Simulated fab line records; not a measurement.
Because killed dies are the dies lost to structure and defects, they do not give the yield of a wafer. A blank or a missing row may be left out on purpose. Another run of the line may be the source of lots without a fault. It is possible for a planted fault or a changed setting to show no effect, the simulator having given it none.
Which tool was responsible? || flow n5_finfet || 14 lots, 42 wafers sampled, at 4 steps of a route of 1938

== WHAT THE GAUGES SHOWED, per wafer ==
N5_BEOL_M13_RS_MEAS_54: a four-point-probe measurement. Usual: M13_RS typically reads 0.0450 ohm/sq, with standard deviation 0.0008.
{"lot": "L263", "measured": "day 10 10:19", "on": "film_metro-01", "M13_RS (ohm/sq)": "0.0449 0.0455 0.0455", "flag": ""}
{"lot": "L266", "measured": "day 10 23:37", "on": "film_metro-02", "M13_RS (ohm/sq)": "0.0460 0.0462 0.0459", "flag": ""}
{"lot": "L267", "measured": "day 11 03:29", "on": "film_metro-02", "M13_RS (ohm/sq)": "0.0459 0.0451 0.0450", "flag": ""}
{"lot": "L269", "measured": "day 11 10:23", "on": "film_metro-02", "M13_RS (ohm/sq)": "0.0443 0.0456 0.0457", "flag": ""}
{"lot": "L271", "measured": "day 11 14:44", "on": "film_metro-01", "M13_RS (ohm/sq)": "0.0445 0.0454 0.0453", "flag": ""}
{"lot": "L272", "measured": "day 12 00:29", "on": "film_metro-02", "M13_RS (ohm/sq)": "0.0452 0.0448 0.0457", "flag": ""}
{"lot": "L273", "measured": "day 12 05:20", "on": "film_metro-01", "M13_RS (ohm/sq)": "0.0444 0.0448 0.0457", "flag": ""}
{"lot": "L284", "measured": "day 16 07:29", "on": "film_metro-02", "M13_RS (ohm/sq)": "0.0459 0.0443 0.0457", "flag": ""}
{"lot": "L283", "measured": "day 16 07:53", "on": "film_metro-01", "M13_RS (ohm/sq)": "0.0448 0.0452 0.0448", "flag": ""}
{"lot": "L279", "measured": "day 16 08:10", "on": "film_metro-01", "M13_RS (ohm/sq)": "0.0458 0.0445 0.0450", "flag": ""}
{"lot": "L278", "measured": "day 17 04:01", "on": "film_metro-02", "M13_RS (ohm/sq)": "0.0441 0.0450 0.0439", "flag": ""}
{"lot": "L280", "measured": "day 17 04:22", "on": "film_metro-02", "M13_RS (ohm/sq)": "0.0442 0.0447 0.0462", "flag": ""}
{"lot": "L282", "measured": "day 17 20:35", "on": "film_metro-02", "M13_RS (ohm/sq)": "0.0453 0.0446 0.0459", "flag": ""}
{"lot": "L276", "measured": "day 17 21:39", "on": "film_metro-01", "M13_RS (ohm/sq)": "0.0430 0.0439 0.0462", "flag": ""}

N5_BEOL_M14_THK_MEAS_01. Usual: M14_ILD_THK typically reads 1116 nm, with standard deviation 15.
{"lot": "L263", "measured": "day 10 10:34", "on": "film_metro-01", "M14_ILD_THK (nm)": "1098 1106 1139", "flag": ""}
{"lot": "L266", "measured": "day 10 23:53", "on": "film_metro-02", "M14_ILD_THK (nm)": "1108 1136 1158", "flag": ""}
{"lot": "L267", "measured": "day 11 03:44", "on": "film_metro-01", "M14_ILD_THK (nm)": "1118 1109 1114", "flag": ""}
{"lot": "L269", "measured": "day 11 10:38", "on": "film_metro-01", "M14_ILD_THK (nm)": "1124 1108 1116", "flag": ""}
{"lot": "L271", "measured": "day 11 15:00", "on": "film_metro-01", "M14_ILD_THK (nm)": "1103 1131 1112", "flag": ""}
{"lot": "L272", "measured": "day 12 00:45", "on": "film_metro-01", "M14_ILD_THK (nm)": "1139 1105 1117", "flag": ""}
{"lot": "L273", "measured": "day 12 05:35", "on": "film_metro-02", "M14_ILD_THK (nm)": "1104 1107 1122", "flag": ""}
{"lot": "L284", "measured": "day 16 07:44", "on": "film_metro-01", "M14_ILD_THK (nm)": "1106 1120 1114", "flag": ""}
{"lot": "L283", "measured": "day 16 08:08", "on": "film_metro-01", "M14_ILD_THK (nm)": "1109 1125 1122", "flag": ""}
{"lot": "L279", "measured": "day 16 08:25", "on": "film_metro-02", "M14_ILD_THK (nm)": "1108 1131 1134", "flag": ""}
{"lot": "L278", "measured": "day 17 04:16", "on": "film_metro-02", "M14_ILD_THK (nm)": "1102 1111 1124", "flag": ""}
{"lot": "L280", "measured": "day 17 04:41", "on": "film_metro-02", "M14_ILD_THK (nm)": "1094 1081 1107", "flag": ""}
{"lot": "L282", "measured": "day 17 20:50", "on": "film_metro-02", "M14_ILD_THK (nm)": "1106 1111 1122", "flag": ""}
{"lot": "L276", "measured": "day 17 21:55", "on": "film_metro-01", "M14_ILD_THK (nm)": "1091 1100 1077", "flag": ""}

N5_BEOL_M14_OVL_MEAS_11. Usual: V13_OVL typically reads 0 nm, with standard deviation 4.9.
{"lot": "L263", "measured": "day 10 10:54", "on": "overlay-02", "V13_OVL (nm)": "-2 -1 2", "flag": ""}
{"lot": "L266", "measured": "day 11 00:21", "on": "overlay-02", "V13_OVL (nm)": "4 2 9", "flag": ""}
{"lot": "L267", "measured": "day 11 04:12", "on": "overlay-02", "V13_OVL (nm)": "1 -5 -1", "flag": ""}
{"lot": "L269", "measured": "day 11 11:06", "on": "overlay-01", "V13_OVL (nm)": "-2 -1 -10", "flag": ""}
{"lot": "L271", "measured": "day 11 15:20", "on": "overlay-02", "V13_OVL (nm)": "-5 -4 -2", "flag": ""}
{"lot": "L272", "measured": "day 12 01:05", "on": "overlay-02", "V13_OVL (nm)": "- - -", "flag": "OFF"}
{"lot": "L273", "measured": "day 12 05:56", "on": "overlay-02", "V13_OVL (nm)": "- - -", "flag": "OFF"}
{"lot": "L284", "measured": "day 16 08:12", "on": "overlay-01", "V13_OVL (nm)": "-5 -3 2", "flag": ""}
{"lot": "L283", "measured": "day 16 08:35", "on": "overlay-01", "V13_OVL (nm)": "-6 0 7", "flag": ""}
{"lot": "L279", "measured": "day 16 08:46", "on": "overlay-02", "V13_OVL (nm)": "9 6 3", "flag": ""}
{"lot": "L278", "measured": "day 17 04:44", "on": "overlay-02", "V13_OVL (nm)": "-3 2 -5", "flag": ""}
{"lot": "L280", "measured": "day 17 05:12", "on": "overlay-01", "V13_OVL (nm)": "3 7 4", "flag": ""}
{"lot": "L282", "measured": "day 17 21:11", "on": "overlay-01", "V13_OVL (nm)": "4 2 6", "flag": ""}
{"lot": "L276", "measured": "day 17 22:22", "on": "overlay-01", "V13_OVL (nm)": "6 -1 6", "flag": ""}

== WHICH TOOL RAN EACH LOT (tool, then ch and the chambers of the sampled wafers, then the start) ==
{"lot": "L263", "N5_BEOL_M14_DEVELOP_09": "litho_track-05 ch 0, day 10 10:46"}
{"lot": "L266", "N5_BEOL_M14_DEVELOP_09": "litho_track-03 ch 0, day 11 00:13"}
{"lot": "L267", "N5_BEOL_M14_DEVELOP_09": "litho_track-03 ch 0, day 11 04:04"}
{"lot": "L269", "N5_BEOL_M14_DEVELOP_09": "litho_track-03 ch 0, day 11 10:58"}
{"lot": "L271", "N5_BEOL_M14_DEVELOP_09": "litho_track-05 ch 0, day 11 15:11"}
{"lot": "L272", "N5_BEOL_M14_DEVELOP_09": "litho_track-03, day 12 00:57"}
{"lot": "L273", "N5_BEOL_M14_DEVELOP_09": "litho_track-01, day 12 05:47"}
{"lot": "L284", "N5_BEOL_M14_DEVELOP_09": "litho_track-05 ch 0, day 16 08:04"}
{"lot": "L283", "N5_BEOL_M14_DEVELOP_09": "litho_track-01 ch 0, day 16 08:27"}
{"lot": "L279", "N5_BEOL_M14_DEVELOP_09": "litho_track-05 ch 0, day 16 08:37"}
{"lot": "L278", "N5_BEOL_M14_DEVELOP_09": "litho_track-01 ch 0, day 17 04:35"}
{"lot": "L280", "N5_BEOL_M14_DEVELOP_09": "litho_track-01 ch 0, day 17 05:04"}
{"lot": "L282", "N5_BEOL_M14_DEVELOP_09": "litho_track-03 ch 0, day 17 21:02"}
{"lot": "L276", "N5_BEOL_M14_DEVELOP_09": "litho_track-03 ch 0, day 17 22:14"}
- N5_BEOL_M14_DEVELOP_09: develop time 45 s.

== AS READ BY THE TOOLS THEMSELVES (means over the sampled wafers that have a number; for cases with no such wafer, the mark the record gives instead) ==
N5_BEOL_M14_DEVELOP_09. Usual: 23.00 C for chill_plate_temp_C, sd 0.097.
{"lot": "L263", "tool": "litho_track-05", "chill_plate_temp_C (C)": 23.01, "flag": ""}
{"lot": "L266", "tool": "litho_track-03", "chill_plate_temp_C (C)": 23.15, "flag": ""}
{"lot": "L267", "tool": "litho_track-03", "chill_plate_temp_C (C)": 23.03, "flag": ""}
{"lot": "L269", "tool": "litho_track-03", "chill_plate_temp_C (C)": 22.99, "flag": ""}
{"lot": "L271", "tool": "litho_track-05", "chill_plate_temp_C (C)": 23.04, "flag": ""}
{"lot": "L272", "tool": "litho_track-03", "chill_plate_temp_C (C)": "-", "flag": "OFF"}
{"lot": "L273", "tool": "litho_track-01", "chill_plate_temp_C (C)": "-", "flag": "OFF"}
{"lot": "L284", "tool": "litho_track-05", "chill_plate_temp_C (C)": 23.00, "flag": ""}
{"lot": "L283", "tool": "litho_track-01", "chill_plate_temp_C (C)": 23.01, "flag": ""}
{"lot": "L279", "tool": "litho_track-05", "chill_plate_temp_C (C)": 22.88, "flag": ""}
{"lot": "L278", "tool": "litho_track-01", "chill_plate_temp_C (C)": 22.94, "flag": ""}
{"lot": "L280", "tool": "litho_track-01", "chill_plate_temp_C (C)": 22.99, "flag": ""}
{"lot": "L282", "tool": "litho_track-03", "chill_plate_temp_C (C)": 23.06, "flag": ""}
{"lot": "L276", "tool": "litho_track-03", "chill_plate_temp_C (C)": 22.93, "flag": ""}

== THE ANSWER, worked out from the rows above alone ==
Rule: lot off if the mean of its wafers having a number is beyond 3 standard deviations from the usual mean. A lot without any number at a reading at which 4 lots or more have one is off too. All remaining lots with rows at the step are treated as sound. After the gauges, taken in route order, come the tools' own readings; for these a lot's mean is taken, as printed above. The first step at which some lot is off is used, and at that step the reading that is off furthest; a lot without a number counts as furthest.
Off: at N5_BEOL_M14_OVL_MEAS_11 (V13_OVL), L272, L273. Without a number there: L272, L273.
If a tool, at a process step before that reading, ran all the lots that are off and no sound lot after the first of them, it fits. The gauges at N5_BEOL_M14_OVL_MEAS_11 aren't tried: what is off there is off at N5_BEOL_M14_DEVELOP_09 too, on other tools, and a gauge's error can't cause that. No candidate that was tried fits.

== WHAT THE SIMULATOR HAD INSERTED ==
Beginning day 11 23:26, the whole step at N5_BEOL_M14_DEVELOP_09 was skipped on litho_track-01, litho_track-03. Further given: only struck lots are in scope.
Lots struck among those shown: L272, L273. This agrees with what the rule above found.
